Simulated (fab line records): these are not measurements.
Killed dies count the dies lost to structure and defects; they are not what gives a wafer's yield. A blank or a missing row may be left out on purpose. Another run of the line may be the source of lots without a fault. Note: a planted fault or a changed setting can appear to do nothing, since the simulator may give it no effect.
fab line records	flow n5Finfet
record lots=7	wafers=21
route steps=1938 shown WELL_APT@21 PMOS_HMC_CHANNEL_EPI@63 SPACER0@259 SD_EPI_N@268 SDB@348 HKMG_FIN@402 MOL_CONTACT_COAG@559
startH: the number of hours between the record's first day and the start of the first shown wafer of the lot	waitH: how many hours have passed since the lot's step before this one	" as in the row above	L1.1+2: several wafers, shown together as one row	- no value, or no start was given	* or withheld: withheld	< > ~ a bound
route shown NAME@n: a module of which the file shows steps, and the number in the route of the first	usual: average and standard deviation across the fault-free wafers	same: alike in all rows	chamber/n: place in a boat	sites: each site's reading	_std_site: the standard deviation of these	_edge_site: outer sites' mean less inner sites'	radiusMm: for every site, how far away it sits from the centre of the wafer	mask NAME#n: copy n	behind: the tool/chamber that last shaped the wafer	hold: reason for holding the lot/hours on hold/outcome of the hold	device: the transistor (n, p or np) that didn't switch	end of line: the same wafers' tests at the end of the route	step lacking rows: just its recipe	killed: dies lost to structure and defects at the first sort, not the wafer's yield	map: per-die view of a wafer (x killed, . not killed, _ where there is no die)
set.NAME: the setting the step ran with; set.NAME@STEP: the setting that earlier step ran with	model.NAME: the simulator's own value behind a step, which no gauge read
lots where settings were altered on purpose, with a table for each step and a row for each wafer
## steps
# step N5_WELL_APT_COAT_02
# recipe spinRpm=1357	resistThkNm=950
lot.wafer	tool	chamber	startH	waitH	set.spinRpm	model.coat_of_WELL_APT_COAT_02.thkNm
L074.1	lithoTrack-04	0	-	-	1357	952.5
L074.2	"	0	"	"	1357	953.9
L074.5	"	0	"	"	1269	983.9
L080.1	lithoTrack-05	0	-	-	1357	946.5
L080.2	"	0	"	"	1357	944
L080.5	"	0	"	"	1357	945.2
L081.1	lithoTrack-04	0	-	-	1442	925.2
L081.2	"	0	"	"	1357	950
L081.5	"	0	"	"	1357	953.5
L084.1	lithoTrack-05	0	-	-	1217	999.2
L084.2	"	0	"	"	1357	943.8
L084.4	"	0	"	"	1357	948.6
L086.1	lithoTrack-04	0	-	-	1357	957.5
L086.3	"	0	"	"	1357	955.3
L086.5	"	0	"	"	1357	958.2
L087.3	lithoTrack-05	0	-	-	1357	946
L087.5	"	0	"	"	1357	949.4
L087.6	"	0	"	"	1357	947.9
L091.4+5	lithoTrack-05	0	-	-	1436	921.5
L091.6	"	0	"	"	1357	951.3
# step N5_PMOS_HMC_CHANNEL_EPI_PEB_07
# recipe pebTempC=110	pebTimeS=60	resist=CAR-ArF-block
lot.wafer	tool	chamber	startH	waitH	set.pebTimeS
L074.1+2+5	lithoTrack-04	0	17.71	0.1	60
L080.1	lithoTrack-04	0	53.16	0.1	60
L080.2+5	"	0	"	"	52.54
L081.1+2+5	lithoTrack-03	0	58.96	0.1	60
L084.1+2+4	lithoTrack-01	0	77.26	0.1	60
L086.1+3+5	lithoTrack-01	0	89.34	0.1	60
L087.3+5	lithoTrack-01	0	95.71	0.0	69.25
L087.6	"	0	"	"	60
L091.4	lithoTrack-03	0	119.41	0.0	50.12
L091.5+6	"	0	"	"	60
# step N5_PMOS_HMC_CHANNEL_EPI_DEVELOP_08
# recipe developTimeS=30	developer=TMAH	resist=CAR-ArF-block	devTempC=23	rinseLiquid=diw	dry=airSpin
# step N5_PMOS_HMC_CHANNEL_EPI_CD_MEAS_09
# recipe targetCdNm=237.4	landingEnergyEv=500	detector=seInlens
# usual cdNm=236.4/0.97
lot.wafer	tool	chamber	startH	waitH	set.pebTimeS@PMOS_HMC_CHANNEL_EPI_PEB_07	cdNm
L074.1	cdSem-01	0	17.78	-	60	236.4
L074.2	"	0	"	"	60	237.6
L074.5	"	0	"	"	60	236.3
L080.1	cdSem-01	0	53.22	-	60	235.8
L080.2	"	0	"	"	52.54	231.8
L080.5	"	0	"	"	52.54	230.3
L081.1	cdSem-03	0	59.03	-	60	236.5
L081.2	"	0	"	"	60	236.4
L081.5	"	0	"	"	60	235.7
L084.1	cdSem-01	0	77.33	-	60	237.3
L084.2	"	0	"	"	60	236.8
L084.4	"	0	"	"	60	235.2
L086.1	cdSem-02	0	89.41	-	60	237.4
L086.3	"	0	"	"	60	236.2
L086.5	"	0	"	"	60	237.0
L087.3	cdSem-03	0	95.78	-	69.25	244.6
L087.5	"	0	"	"	69.25	244.3
L087.6	"	0	"	"	60	238.0
L091.4	cdSem-03	0	119.48	-	50.12	230.1
L091.5	"	0	"	"	60	236.1
L091.6	"	0	"	"	60	235.9
# step N5_PMOS_HMC_CHANNEL_EPI_DESCUM_14
# recipe chemistry=O2	timeS=7.9	sourcePowerW=50	biasPowerW=20	pressureMtorr=20	rfFrequencyHz=2.712e+07	tempC=40	resist=CAR-ArF-block	o2FlowSccm=225
lot.wafer	tool	chamber	startH	waitH	set.pebTimeS@PMOS_HMC_CHANNEL_EPI_PEB_07	model.PMOS_HMC_CHANNEL_EPI.cdNm
L074.1	rieDiel-02	2	18.37	0.5	60	236.2
L074.2	"	1	"	"	60	237.7
L074.5	"	1	"	"	60	236.8
L080.1	rieDiel-02	1	53.31	0.0	60	236.3
L080.2	"	3	"	"	52.54	232
L080.5	"	1	"	"	52.54	230.6
L081.1	rieDiel-03	2	59.51	0.4	60	236.7
L081.2	"	3	"	"	60	236.4
L081.5	"	2	"	"	60	235.7
L084.1	rieDiel-03	0	77.42	0.0	60	237.3
L084.2	"	1	"	"	60	236.4
L084.4	"	2	"	"	60	235.3
L086.1	rieDiel-02	2	89.76	0.3	60	237.1
L086.3	"	0	"	"	60	235.9
L086.5	"	1	"	"	60	236.8
L087.3	rieDiel-02	3	96.51	0.7	69.25	244.6
L087.5	"	3	"	"	69.25	244.5
L087.6	"	0	"	"	60	238
L091.4	rieDiel-02	1	119.56	0.0	50.12	230.1
L091.5	"	3	"	"	60	236.4
L091.6	"	0	"	"	60	236.2
# step N5_SPACER0_ALD_00
# recipe material=SiOCN	targetThkA=35	tempC=400	aldPrecursorFamily=alkyl-aminosilane	aldCoReactant=O2/N2-plasma	pulseTimeS=3	purgeTimeS=2	coReactantPurgeTimeS=2	aldCycles=58	pressureTorr=2
lot.wafer	tool	chamber	startH	waitH	set.aldCycles	model.SiOCN_of_SPACER0_ALD_00.thkNm
L074.1+2+5	aldSin-03	2,0,0	51.38	0.1	58	3.6
L080.1	aldSin-03	3	82.41	0.1	58	3.4
L080.2	"	1	"	"	58	3.6
L080.5	"	1	"	"	51	3
L081.1	aldSin-01	2	91.12	0.1	58	3.4
L081.2+5	"	3,1	"	"	66	4
L084.1+2+4	aldSin-04	1,3,2	107.63	0.1	58	3.4
L086.1+3	aldSin-01	3,1	123.75	0.1	58	3.4
L086.5	"	1	"	"	58	3.6
L087.3+5	aldSin-03	0	131.88	0.1	58	3.6
L087.6	"	3	"	"	62	3.8
L091.4+5	aldSin-03	1,0	157.84	0.1	50	3
L091.6	"	3	"	"	58	3.4
# step N5_SD_EPI_N_PEB_07
# recipe pebTempC=110	pebTimeS=60	resist=CAR-ArF-block
lot.wafer	tool	chamber	startH	waitH	set.pebTempC
L074.1	lithoTrack-05	0	52.01	0.1	113.6
L074.2+5	"	0	"	"	110
L080.1+5	lithoTrack-05	0	83.04	0.1	113.7
L080.2	"	0	"	"	110
L081.1+2	lithoTrack-02	0	91.87	0.1	110
L081.5	"	0	"	"	113.3
L084.1+2+4	lithoTrack-04	0	108.25	0.1	110
L086.1+3+5	lithoTrack-02	0	124.38	0.1	110
L087.3+5+6	lithoTrack-02	0	132.63	0.0	110
L091.4+5	lithoTrack-05	0	158.59	0.0	107.7
L091.6	"	0	"	"	110
# step N5_SD_EPI_N_DEVELOP_08
# recipe developTimeS=30	developer=TMAH	resist=CAR-ArF-block	devTempC=23	rinseLiquid=diw	dry=airSpin
# step N5_SD_EPI_N_CD_MEAS_09
# recipe targetCdNm=120	landingEnergyEv=500	detector=seInlens
# usual cdNm=120.5/0.77
lot.wafer	tool	chamber	startH	waitH	set.pebTempC@SD_EPI_N_PEB_07	cdNm
L074.1	cdSem-01	0	52.07	-	113.6	128.3
L074.2	"	0	"	"	110	120.7
L074.5	"	0	"	"	110	121.1
L080.1	cdSem-03	0	83.10	-	113.7	128.8
L080.2	"	0	"	"	110	121.2
L080.5	"	0	"	"	113.7	130.3
L081.1	cdSem-01	0	91.94	-	110	121.6
L081.2	"	0	"	"	110	121.2
L081.5	"	0	"	"	113.3	128.7
L084.1	cdSem-01	0	108.32	-	110	119.3
L084.2	"	0	"	"	110	119.7
L084.4	"	0	"	"	110	119.1
L086.1	cdSem-01	0	124.45	-	110	120.1
L086.3	"	0	"	"	110	119.9
L086.5	"	0	"	"	110	120.2
L087.3	cdSem-02	0	132.70	-	110	119.9
L087.5	"	0	"	"	110	120.4
L087.6	"	0	"	"	110	119.8
L091.4	cdSem-02	0	158.66	-	107.7	114.8
L091.5	"	0	"	"	107.7	115.1
L091.6	"	0	"	"	110	122.3
# step N5_SD_EPI_N_DESCUM_14
# recipe chemistry=O2	timeS=7.9	sourcePowerW=50	biasPowerW=20	pressureMtorr=20	rfFrequencyHz=2.712e+07	tempC=40	resist=CAR-ArF-block	o2FlowSccm=225
lot.wafer	tool	chamber	startH	waitH	set.pebTempC@SD_EPI_N_PEB_07	model.SD_EPI_N.cdNm
L074.1	rieDiel-04	1	52.24	0.1	113.6	128.4
L074.2	"	2	"	"	110	121
L074.5	"	0	"	"	110	120.8
L080.1	rieDiel-01	3	83.58	0.4	113.7	128.8
L080.2	"	0	"	"	110	121
L080.5	"	3	"	"	113.7	130.2
L081.1	rieDiel-01	3	92.33	0.3	110	121.4
L081.2	"	1	"	"	110	121.2
L081.5	"	2	"	"	113.3	128.4
L084.1	rieDiel-01	3	108.41	0.0	110	119.2
L084.2	"	2	"	"	110	119.6
L084.4	"	1	"	"	110	119
L086.1+5	rieDiel-05	3,2	125.20	0.7	110	120.4
L086.3	"	1	"	"	110	120
L087.3+6	rieDiel-05	3,2	132.90	0.2	110	119.8
L087.5	"	3	"	"	110	120.4
L091.4	rieDiel-01	0	158.85	0.1	107.7	114.6
L091.5	"	1	"	"	107.7	115
L091.6	"	2	"	"	110	122
# step N5_SD_EPI_N_ETCH_35
# recipe chemistry=N2/H2	target=SOC	overetchA=1080	maskMaterial=SiARC	tempC=40	ionEnergyEv=100	sourceW=3000	biasW=133	pressureMtorr=20	timeS=486	n2FlowSccm=200	h2FlowSccm=200
# usual rfVppV=240.7/1.5
lot.wafer	tool	chamber	startH	waitH	set.sourceW	set.pebTempC@SD_EPI_N_PEB_07	rfVppV	model.SD_EPI_N.cdNm
L074.1	rieDiel-04	1	52.33	0.0	3433	113.6	227.8	131.4
L074.2	"	2	"	"	3000	110	241.5	118.6
L074.5	"	0	"	"	3433	110	229.8	123
L080.1	rieDiel-01	3	83.67	0.0	3000	113.7	240.5	126.4
L080.2	"	0	"	"	3000	110	240.6	121.4
L080.5	"	3	"	"	3203	113.7	236.9	129.2
L081.1	rieDiel-01	3	92.42	0.0	2765	110	249.2	118
L081.2	"	1	"	"	3000	110	241.8	120.6
L081.5	"	2	"	"	2765	113.3	247.7	127.8
L084.1	rieDiel-01	3	108.50	0.0	2792	110	248.9	116.6
L084.2	"	2	"	"	2792	110	245.8	119.2
L084.4	"	1	"	"	3000	110	241.2	116.4
L086.1	rieDiel-05	3	125.29	0.0	3000	110	241.2	120.6
L086.3	"	1	"	"	3000	110	239.7	119.6
L086.5	"	2	"	"	3000	110	238.6	120.4
L087.3	rieDiel-05	3	132.99	0.0	3377	110	231.7	121.6
L087.5	"	3	"	"	3000	110	242.3	120
L087.6	"	2	"	"	3377	110	228.9	119.6
L091.4	rieDiel-01	0	158.94	0.0	3000	107.7	241.7	114
L091.5	"	1	"	"	3000	107.7	241.5	114
L091.6	"	2	"	"	2771	110	247.5	120.2
# step N5_SDB_COAT_03
# recipe resist=SOC	tempC=250	timeS=60	spinRpm=1500	resistThkNm=100
lot.wafer	tool	chamber	startH	waitH	set.spinRpm	model.SOC_of_SDB_COAT_03.thkNm
L074.1	lithoTrack-05	0	68.24	0.1	1500	100
L074.2	"	0	"	"	1360	104.6
L074.5	"	0	"	"	1360	105
L080.1	lithoTrack-05	0	99.66	0.1	1500	100
L080.2+5	"	0	"	"	1370	104.4
L081.1+2	lithoTrack-02	0	108.20	0.1	1500	100
L081.5	"	0	"	"	1500	100.2
L084.1+2	lithoTrack-02	0	123.97	0.1	1500	99.4
L084.4	"	0	"	"	1500	99.2
L086.1+5	lithoTrack-05	0	141.45	0.1	1500	100.2
L086.3	"	0	"	"	1500	100.4
L087.3	lithoTrack-01	0	150.53	0.1	1500	99.8
L087.5	"	0	"	"	1444	101.6
L087.6	"	0	"	"	1444	102
L091.4+5	lithoTrack-05	0	174.61	0.0	1500	100
L091.6	"	0	"	"	1500	100.4
# step N5_SDB_COAT_05
# recipe resist=CAR-ArF	spinRpm=1500	resistThkNm=90
lot.wafer	tool	chamber	startH	waitH	set.spinRpm	model.CAR-ArF_of_SDB_COAT_05.thkNm
L074.1	lithoTrack-05	0	-	-	1500	90.2
L074.2	"	0	"	"	1454	91.6
L074.5	"	0	"	"	1500	90.4
L080.1	lithoTrack-05	0	-	-	1500	89.8
L080.2	"	0	"	"	1500	90
L080.5	"	0	"	"	1621	86.6
L081.1	lithoTrack-02	0	-	-	1500	90.2
L081.2	"	0	"	"	1500	89.8
L081.5	"	0	"	"	1427	92.6
L084.1	lithoTrack-02	0	-	-	1500	89.6
L084.2+4	"	0	"	"	1500	90
L086.1+3	lithoTrack-05	0	-	-	1500	89.6
L086.5	"	0	"	"	1500	89.4
L087.3	lithoTrack-01	0	-	-	1500	90.4
L087.5	"	0	"	"	1500	90.2
L087.6	"	0	"	"	1369	94.2
L091.4	lithoTrack-05	0	-	-	1440	91.6
L091.5	"	0	"	"	1500	89.6
L091.6	"	0	"	"	1440	91.4
# step N5_SDB_EBR_07
# recipe solvent=PGMEA	ebrWidthMm=1.5
# step N5_SDB_SOFTBAKE_06
# recipe tempC=110	timeS=60	resist=CAR-ArF
# step N5_SDB_EXPOSE_08
# recipe maskId=SDB	na=1.35	sourceShape=conventional	sigmaOuter=0.5	polarization=unpolarized	doseMj=49.6
# step N5_SDB_PEB_09
# recipe pebTempC=withheld	pebTimeS=60	resist=CAR-ArF
# step N5_SDB_DEVELOP_10
# recipe developTimeS=30	developer=TMAH	resist=CAR-ArF	rinseLiquid=diw	dry=airSpin	devTempC=23
lot.wafer	tool	chamber	startH	waitH	set.spinRpm@SDB_COAT_05	model.CAR-ArF_of_SDB_COAT_05.thkNm
L074.1	lithoTrack-02	0	-	-	1500	88.6
L074.2	"	0	"	"	1454	89.8
L074.5	"	0	"	"	1500	88.8
L080.1+2	lithoTrack-02	0	-	-	1500	88.2
L080.5	"	0	"	"	1621	84.8
L081.1	lithoTrack-02	0	-	-	1500	88.4
L081.2	"	0	"	"	1500	88.2
L081.5	"	0	"	"	1427	90.8
L084.1	lithoTrack-05	0	-	-	1500	88
L084.2+4	"	0	"	"	1500	88.2
L086.1	lithoTrack-02	0	-	-	1500	88
L086.3+5	"	0	"	"	1500	87.8
L087.3	lithoTrack-05	0	-	-	1500	88.8
L087.5	"	0	"	"	1500	88.6
L087.6	"	0	"	"	1369	92.6
L091.4+6	lithoTrack-05	0	-	-	1440	89.8
L091.5	"	0	"	"	1500	88
# step N5_SDB_DESCUM_16
# recipe chemistry=O2	timeS=7.9	sourcePowerW=50	biasPowerW=20	pressureMtorr=20	rfFrequencyHz=2.712e+07	tempC=40	resist=CAR-ArF	o2FlowSccm=225
# step N5_SDB_ETCH_17
# recipe chemistry=CF4	target=SiARC	targetDepthA=234	maskMaterial=CAR-ArF	timeS=39	ionEnergyEv=80	pressureMtorr=40	sourceW=545	biasW=36	Ar_flow_sccm=100	cf4FlowSccm=100	ends=cleared
# step N5_SDB_ETCH_18
# recipe chemistry=N2/H2	target=SOC	targetDepthA=1000	overetchA=200	maskMaterial=SiARC	tempC=40	timeS=150	ionEnergyEv=200	pressureMtorr=30	sourceW=840	biasW=150	n2FlowSccm=200	h2FlowSccm=200
lot.wafer	tool	chamber	startH	waitH	set.spinRpm@SDB_COAT_03	model.etch.depthNm
L074.1	rieDiel-01	3	68.77	0.0	1500	99.92
L074.2	"	2	"	"	1360	104.7
L074.5	"	3	"	"	1360	105
L080.1	rieDiel-01	2	104.94	0.0	1500	99.93
L080.2	"	0	"	"	1370	104.5
L080.5	"	3	"	"	1370	104.4
L081.1	rieDiel-04	3	108.61	0.0	1500	99.99
L081.2	"	0	"	"	1500	99.98
L081.5	"	1	"	"	1500	100.2
L084.1	rieDiel-01	1	124.91	0.0	1500	99.42
L084.2	"	2	"	"	1500	99.48
L084.4	"	3	"	"	1500	99.18
L086.1+3	rieDiel-04	2,0	142.28	0.0	1500	100.3
L086.5	"	0	"	"	1500	100.1
L087.3	rieDiel-05	1	151.56	0.0	1500	99.71
L087.5	"	2	"	"	1444	101.6
L087.6	"	1	"	"	1444	102
L091.4	rieDiel-05	1	175.14	0.0	1500	100
L091.5	"	1	"	"	1500	99.97
L091.6	"	0	"	"	1500	100.4
# step N5_SDB_STRIP_19
# recipe chemistry=N2/H2	tempC=40	n2FlowSccm=200	h2FlowSccm=200	rfFrequencyHz=6e+07
# step N5_SDB_STRIP_21
# recipe chemistry=CF4	resist=SiARC	powerW=300	biasPowerW=75	pressureMtorr=50	cf4FlowSccm=150	rfFrequencyHz=6e+07
# step N5_SDB_HM_OPEN_20
# recipe chemistry=CH3F/O2	target=SiNx	maskMaterial=SOC	targetDepthA=240	stopOn=poly-Si	overEtchFrac=0.4	ionEnergyEv=120	pressureMtorr=30	sourceW=395	biasW=73	Ar_flow_sccm=150	CH3F_flow_sccm=30	O2_flow_sccm=20
lot.wafer	tool	chamber	startH	waitH	set.spinRpm@SDB_COAT_03	model.SOC_of_SDB_COAT_03.thkNm
L074.1	rieDiel-01	3	68.93	0.0	1500	84.2
L074.2	"	2	"	"	1360	88.2
L074.5	"	3	"	"	1360	89
L080.1	rieDiel-01	2	105.10	0.0	1500	83.4
L080.2	"	0	"	"	1370	88.2
L080.5	"	3	"	"	1370	88.6
L081.1	rieDiel-04	3	108.76	0.0	1500	83.8
L081.2+5	"	0,1	"	"	1500	84.6
L084.1	rieDiel-01	1	125.07	0.0	1500	83.8
L084.2	"	2	"	"	1500	83
L084.4	"	3	"	"	1500	83.2
L086.1	rieDiel-04	2	142.44	0.0	1500	84.8
L086.3	"	0	"	"	1500	85.2
L086.5	"	0	"	"	1500	85
L087.3	rieDiel-05	1	151.71	0.0	1500	84.2
L087.5	"	2	"	"	1444	85.4
L087.6	"	1	"	"	1444	86.6
L091.4+5	rieDiel-05	1	175.30	0.0	1500	84.6
L091.6	"	0	"	"	1500	84.2
# step N5_SDB_STRIP_22
# recipe chemistry=N2/H2	powerW=1000	tempC=250	h2Frac=0.65	overashFraction=0.3	pressureMtorr=withheld	n2FlowSccm=1750	h2FlowSccm=3250
# usual stripTimeToEndpointS=96.2/0.47
lot.wafer	tool	chamber	startH	waitH	set.spinRpm@SDB_COAT_03	stripTimeToEndpointS
L074.1	plasmaAsher-01	1	69.01	0.1	1500	96.5
L074.2	"	0	"	"	1360	100.3
L074.5	"	0	"	"	1360	101.0
L080.1	plasmaAsher-02	1	105.18	0.1	1500	95.6
L080.2	"	0	"	"	1370	100.2
L080.5	"	0	"	"	1370	100.5
L081.1	plasmaAsher-01	0	108.84	0.1	1500	96.1
L081.2	"	1	"	"	1500	96.7
L081.5	"	1	"	"	1500	96.8
L084.1	plasmaAsher-02	1	125.15	0.1	1500	95.9
L084.2	"	0	"	"	1500	95.3
L084.4	"	0	"	"	1500	95.5
L086.1	plasmaAsher-01	1	142.52	0.1	1500	96.9
L086.3	"	0	"	"	1500	97.3
L086.5	"	0	"	"	1500	97.2
L087.3	plasmaAsher-01	0	151.84	0.1	1500	96.4
L087.5	"	1	"	"	1444	97.5
L087.6	"	0	"	"	1444	98.6
L091.4	plasmaAsher-02	0	175.42	0.1	1500	96.7
L091.5	"	1	"	"	1500	96.7
L091.6	"	0	"	"	1500	96.5
# step N5_HKMG_FIN_ETCH_54
# recipe chemistry=CF4	target=SiARC	targetDepthA=455	maskMaterial=CAR-ArF	timeS=75.8	ionEnergyEv=80	pressureMtorr=40	sourceW=545	biasW=36	Ar_flow_sccm=100	cf4FlowSccm=100	ends=cleared
# usual rfVppV=183.8/1.2
lot.wafer	tool	chamber	startH	waitH	set.biasW	rfVppV
L074.1	rieDiel-01	1	74.63	0.0	36	183.9
L074.2	"	2	"	"	36	184.0
L074.5	"	1	"	"	36	184.8
L080.1	rieDiel-05	1	110.59	0.0	38.22	190.5
L080.2	"	0	"	"	36	183.6
L080.5	"	1	"	"	36	183.4
L081.1	rieDiel-05	3	114.07	0.0	36	183.3
L081.2	"	2	"	"	36	183.0
L081.5	"	3	"	"	38.46	193.9
L084.1	rieDiel-01	0	131.22	0.0	36	183.3
L084.2	"	2	"	"	36	184.0
L084.4	"	3	"	"	36	184.8
L086.1	rieDiel-04	2	148.03	0.0	36	184.3
L086.3	"	3	"	"	36	184.4
L086.5	"	2	"	"	36	184.6
L087.3	rieDiel-05	1	157.95	0.0	36	182.6
L087.5	"	2	"	"	36	182.5
L087.6	"	1	"	"	36	182.7
L091.4	rieDiel-05	1	180.87	0.0	36	183.9
L091.5	"	3	"	"	36	186.0
L091.6	"	2	"	"	36	182.5
# step N5_MOL_CONTACT_COAG_ALD_27
# recipe material=SiOC	targetThkA=170	tempC=400	aldPrecursorFamily=carbosiloxane	aldCoReactant=H2-plasma	pulseTimeS=1.5	timeS=2720	purgeTimeS=2	coReactantPurgeTimeS=2	aldCycles=340	pressureTorr=2
lot.wafer	tool	chamber	startH	waitH	set.aldCycles	model.SiOC_of_MOL_CONTACT_COAG_ALD_27.thkNm
L074.1+5	aldSin-03	2,1	97.08	0.0	340	17
L074.2	"	3	"	"	340	16.8
L080.1+2	aldSin-03	2,0	133.70	0.0	340	16.8
L080.5	"	2	"	"	361	18
L081.1+5	aldSin-03	0,3	138.96	0.0	340	17
L081.2	"	2	"	"	286	14.2
L084.1	aldSin-03	3	154.66	0.0	288	14.2
L084.2	"	1	"	"	340	17.2
L084.4	"	0	"	"	340	17
L086.1	aldSin-03	1	174.16	0.0	340	17
L086.3+5	"	0,3	"	"	340	16.8
L087.3+5	aldSin-02	0,2	181.74	0.4	340	17.2
L087.6	"	1	"	"	354	17.8
L091.4+5	aldSin-03	1,3	204.17	0.0	340	17
L091.6	"	2	"	"	323	16.2
## key
split step=N5_WELL_APT_COAT_02	setting=spinRpm	stated=1357	by=wafer
response step=N5_WELL_APT_COAT_02	reading=model.coat_of_WELL_APT_COAT_02.thkNm	change=-4.9	per=1%	r=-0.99
split step=N5_PMOS_HMC_CHANNEL_EPI_PEB_07	setting=pebTimeS	stated=60	by=wafer
response step=N5_PMOS_HMC_CHANNEL_EPI_CD_MEAS_09	reading=cdNm	change=+0.387	per=1%	r=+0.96
response step=N5_PMOS_HMC_CHANNEL_EPI_DESCUM_14	reading=model.PMOS_HMC_CHANNEL_EPI.cdNm	change=+0.399	per=1%	r=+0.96
split step=N5_SPACER0_ALD_00	setting=aldCycles	stated=58	by=wafer
response step=N5_SPACER0_ALD_00	reading=model.SiOCN_of_SPACER0_ALD_00.thkNm	change=+0.037	per=1%	r=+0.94
split step=N5_SD_EPI_N_PEB_07	setting=pebTempC	stated=110	by=wafer
response step=N5_SD_EPI_N_CD_MEAS_09	reading=cdNm	change=+2.53	per=1%	r=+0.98
response step=N5_SD_EPI_N_DESCUM_14	reading=model.SD_EPI_N.cdNm	change=+2.53	per=1%	r=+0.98
response step=N5_SD_EPI_N_ETCH_35	reading=model.SD_EPI_N.cdNm	change=+2.67	per=1%	r=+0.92
split step=N5_SD_EPI_N_ETCH_35	setting=sourceW	stated=3000	by=wafer
response step=N5_SD_EPI_N_ETCH_35	reading=rfVppV	change=-0.859	per=1%	r=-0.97
split step=N5_SDB_COAT_03	setting=spinRpm	stated=1500	by=wafer
response step=N5_SDB_COAT_03	reading=model.SOC_of_SDB_COAT_03.thkNm	change=-0.513	per=1%	r=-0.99
response step=N5_SDB_ETCH_18	reading=model.etch.depthNm	change=-0.527	per=1%	r=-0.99
response step=N5_SDB_HM_OPEN_20	reading=model.SOC_of_SDB_COAT_03.thkNm	change=-0.517	per=1%	r=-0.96
response step=N5_SDB_STRIP_22	reading=stripTimeToEndpointS	change=*	per=1%	r=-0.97
split step=N5_SDB_COAT_05	setting=spinRpm	stated=1500	by=wafer
response step=N5_SDB_COAT_05	reading=model.CAR-ArF_of_SDB_COAT_05.thkNm	change=-0.446	per=1%	r=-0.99
response step=N5_SDB_DEVELOP_10	reading=model.CAR-ArF_of_SDB_COAT_05.thkNm	change=-0.442	per=1%	r=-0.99
split step=N5_HKMG_FIN_ETCH_54	setting=biasW	stated=36	by=wafer
response step=N5_HKMG_FIN_ETCH_54	reading=rfVppV	change=+1.37	per=1%	r=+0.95
split step=N5_MOL_CONTACT_COAG_ALD_27	setting=aldCycles	stated=340	by=wafer
response step=N5_MOL_CONTACT_COAG_ALD_27	reading=model.SiOC_of_MOL_CONTACT_COAG_ALD_27.thkNm	change=+0.181	per=1%	r=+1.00
